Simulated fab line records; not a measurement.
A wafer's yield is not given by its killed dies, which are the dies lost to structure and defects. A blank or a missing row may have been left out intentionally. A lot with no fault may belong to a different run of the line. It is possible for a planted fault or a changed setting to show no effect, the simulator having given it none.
Chamber matching -- flow nand harc -- NHARC_A_WL_FILL_ETCHBACK_26 on rie si-04: 4 sister chambers
The step etches the open film in HBr, target depth 52 nm, time 13.3 s. 7 wafers are shown with their chamber, then 7 later ones without.

WAFERS WITH THEIR CHAMBER
wafer,chamber,drypump motor current A (A),oes product au (a.u.)
L075.5,1,6.2,1.013
L082.6,2,6.3,1.002
L087.4,2,6.2,1.005
L087.5,0,5.2,1.010
L087.6,3,5.2,1.014
L088.2,0,5.2,1.010
L088.5,3,5.3,1.008

WAFERS MISSING THEIR CHAMBER
wafer,drypump motor current A (A),oes product au (a.u.)
L088.6,5.2,1.008
L093.1,5.3,0.994
L093.2,6.3,1.004
L093.5,5.2,1.000
L095.1,6.3,1.002
L095.2,6.3,1.008
L095.5,6.3,1.003

CHAMBER TAKEN BY EACH
wafer,from the rows above,in truth
L088.6,can't be placed: 0 or 3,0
L093.1,can't be placed: 0 or 3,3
L093.2,2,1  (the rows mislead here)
L093.5,can't be placed: 0 or 3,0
L095.1,2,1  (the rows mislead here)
L095.2,can't be placed: 2 or 1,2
L095.5,2,2
Correct placement for 1 of the 7. Not placeable from these rows: 4 (in 4, the candidates include the true chamber). Number placed wrongly: 2.
How it was worked out, from the rows above alone: a wafer's distance from a chamber is the root of the sum, over the readings, of the square of ((its reading less the chamber's mean) divided by the reading's scatter). The wafer belongs to the nearest chamber; if the next one is less than 2 further off, it can't be placed. The mean given for a chamber averages the wafers shown for that chamber. How the scatter is found: for the shown wafers, subtract from each reading the mean of its chamber, square and add these, divide the total by (wafers less chambers), then take the root.
